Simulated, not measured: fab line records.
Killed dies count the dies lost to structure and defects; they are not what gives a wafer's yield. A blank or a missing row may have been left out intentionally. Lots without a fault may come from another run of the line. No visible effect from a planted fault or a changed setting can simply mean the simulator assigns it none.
A lot that was struck, set against a sound lot	flow n5Finfet	17 out of 1938 route steps
Sound: wafers L371.2, L371.3, L371.5. The struck wafers were L365.1, L365.2, L365.6. The cause is named last.
Per side, at each step with rows, come the tool, then ch with its chambers, and then its first start. Under that, the readings that differ: sound wafers	struck wafers	difference of the means	sigmas: that difference in standard deviations of wafers without a fault.
alike: same words and numbers on both sides, and readings whose means sit less than 2 such deviations apart. not compared: any withheld reading, any reading some wafer has no value for, any bound like >300 that may hide the same value, and any number with overlapping values for which the record gives no deviation.
The two part at a step that has a row with sigmas, a row that says differs or no value, or rows on one side only. Non-overlapping numbers with no deviation appear without sigmas and do not part them. Lack of a reading on every wafer of one side parts them only where that side has two or more wafers.

first, 5 steps without rows for these wafers: N5_SD_EPI_P_SRD_49 (time 30 s); N5_SD_EPI_P_PRECLEAN_24 (cleans in O3/DIW, time 45 s); N5_SD_EPI_P_PRECLEAN_32 (cleans in dHF, time 10 s); N5_SD_EPI_P_PRECLEAN_33 (cleans in SC2, time 45 s); N5_SD_EPI_P_SRD_25 (time 30 s).
N5_SD_EPI_P_INSPECT_26: inspects for defects (darkfield).
  sound on defectInspect-01 at day 7 06:43; struck on defectInspect-01 at day 5 22:01
  alike: rawDefectCount
N5_SD_ACTIVATION_RTA_00: time 0 s.
  sound on rtpAnneal-01 ch 0, day 7 07:01; struck on rtpAnneal-01 ch 0, day 5 22:04
  alike: lampPowerPct, lamp_zone_3_pct, lamp_zone_6_pct, wafer_temp_C_max
N5_SD_ACTIVATION_LSA_01: time 0.0008 s.
  sound on laserAnneal-01 ch 0, day 7 07:13; struck on laserAnneal-01 ch 0, day 5 22:17
  alike: wafer_temp_C_max
N5_SD_ACTIVATION_RS_MEAS_03: a four-point-probe measurement.
  sound on filmMetro-01 at day 7 07:25; struck on filmMetro-02 at day 5 22:29
  alike: RS_SD_N, RS_SD_P
N5_SD_ACTIVATION_INSPECT_02: inspects for defects (darkfield).
  sound on defectInspect-01 at day 7 07:43; struck on defectInspect-01 at day 5 22:49
  alike: rawDefectCount
N5_ILD0_LINER_00: material SiNx, target thk 4 nm, pulse time 1 s, purge time 2 s.
  sound on aldSin-03 ch 1,2, day 7 07:45; struck on aldSin-02 ch 1,2, day 5 22:52
  alike: heaterPowerOuterW, heaterPowerW, precursorPulseHeightRel
N5_ILD0_FCVD_FILL_01: material SiO2 flowable, target thk 200 nm, time 328.3 s.
  sound on fcvd-02 ch 0,1, day 7 08:10; struck on fcvd-02 ch 0,1, day 5 23:49
then, 1 step without rows for these wafers: N5_ILD0_CURE_02 (time 1800 s).
N5_ILD0_CMP_03: polishes, stops on SiNx, t overpolish 1.9 s, target thk 197.38 nm.
  sound on cmp-02 ch 1,2, day 7 10:08; struck on cmp-01 ch 0,2,3, day 6 01:46
reading	sound	struck	difference	sigmas
timeToEndpointS (s)	71 72 73	130 145 140	+66	+14
  alike: motorCurrentA, overpolishRunS
N5_ILD0_THK_MEAS_04:
  sound on filmMetro-01 at day 7 10:26; struck on filmMetro-02 at day 6 02:04
reading	sound	struck	difference	sigmas
thkNm (nm)	195.7 195.2 197.6	200.1 199.1 200.4	+3.7	+3
-- the record jumps here: 4 days lie between the struck wafers' starts before and after (it left off in module ILD0 and takes up again in module BEOL_M4, whose first step shown is number 1111 of the route) --
N5_BEOL_M4_RC_MEAS_101:
  sound on prober-02 ch 0, day 11 05:35; struck on prober-01 ch 0, day 9 18:53
reading	sound	struck	difference	sigmas
IOFF_P (nA/um)	0.23 0.23 0.25	0.15 0.19 0.16	-0.07	-2
VT_N (mV)	246 247 249	254 255 253	+7	+2
VT_P (mV)	-247 -244 -243	-253 -251 -254	-8	-2
  alike: DIBL_N, DIBL_P, IOFF_N, ION_N, ION_P, SS_N, SS_P
-- record jumps: 4 days separate the struck wafers' starts on either side; left off in module BEOL_M4, taken up again in module PASSIVATION, whose first shown step is the route's number 1936 --
N5_PASSIVATION_PROBE_49:
  sound on prober-02 at day 15 06:46; struck on prober-02 at day 13 17:07
reading	sound	struck	difference	sigmas
killed_at_M0_to_M3	20 43 25	39 58 53	+21	+2
  alike: defectLimitedYield, killed_at_M4_up, killedAtContacts, killedAtFrontEnd, killedAtOther, killedDies, killedOpen, killedShort, sort_bin_4_leakage, sort_bin_5_function, sort_bin_6_memory, sortNPass, sortYieldPct

== WHERE THEY PART ==
At N5_ILD0_CMP_03 first; at N5_PASSIVATION_PROBE_49 last (within this record only).

WHY: the cause the simulator had injected
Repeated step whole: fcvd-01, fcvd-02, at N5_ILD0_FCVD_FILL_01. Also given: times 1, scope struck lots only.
